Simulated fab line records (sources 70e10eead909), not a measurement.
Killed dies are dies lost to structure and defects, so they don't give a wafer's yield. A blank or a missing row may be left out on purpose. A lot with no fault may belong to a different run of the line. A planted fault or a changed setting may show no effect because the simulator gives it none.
Matching of chambers :: flow nand harc :: rie diel-01 running NHARC_A_STAIRCASE_TRIM_187: 4 sister chambers
The step chemistry O2, time 211.2 s. 4 wafers are shown with their chamber, then 8 later ones without.

WAFERS, EACH WITH ITS CHAMBER
wafer: L084.1
chamber: 1
showerhead plenum p Torr (Torr): 3.79

wafer: L084.3
chamber: 3
showerhead plenum p Torr (Torr): 3.66

wafer: L084.4
chamber: 0
showerhead plenum p Torr (Torr): 3.41

wafer: L088.1
chamber: 2
showerhead plenum p Torr (Torr): 3.53

WAFERS MISSING THEIR CHAMBER
wafer: L088.3
showerhead plenum p Torr (Torr): 3.79

wafer: L088.5
showerhead plenum p Torr (Torr): 3.53

wafer: L086.1
showerhead plenum p Torr (Torr): 3.53

wafer: L086.4
showerhead plenum p Torr (Torr): 3.53

wafer: L086.5
showerhead plenum p Torr (Torr): 3.65

wafer: L093.1
showerhead plenum p Torr (Torr): 3.78

wafer: L093.2
showerhead plenum p Torr (Torr): 3.39

wafer: L093.3
showerhead plenum p Torr (Torr): 3.52

WHICH CHAMBER EACH WENT THROUGH
wafer: L088.3
from the rows above: 1
in truth: 1

wafer: L088.5
from the rows above: 2
in truth: 2

wafer: L086.1
from the rows above: 2
in truth: 2

wafer: L086.4
from the rows above: 2
in truth: 2

wafer: L086.5
from the rows above: 3
in truth: 3

wafer: L093.1
from the rows above: 1
in truth: 1

wafer: L093.2
from the rows above: 0
in truth: 0

wafer: L093.3
from the rows above: 2
in truth: 2
Placed correctly: 8 of 8. Not placeable from these rows: 0. 0 placed wrongly.
How it was worked out, from the rows above alone: a wafer's distance from a chamber is the root of the sum, over the readings, of the square of ((its reading less the chamber's mean) divided by the reading's scatter). The wafer belongs to the nearest chamber; if the next one is less than 2 further off, it can't be placed. A chamber's mean is the mean of its shown wafers. The scatter: with one shown wafer a chamber, the root of the mean of the squares of how far each hidden wafer lies from its nearest shown one.
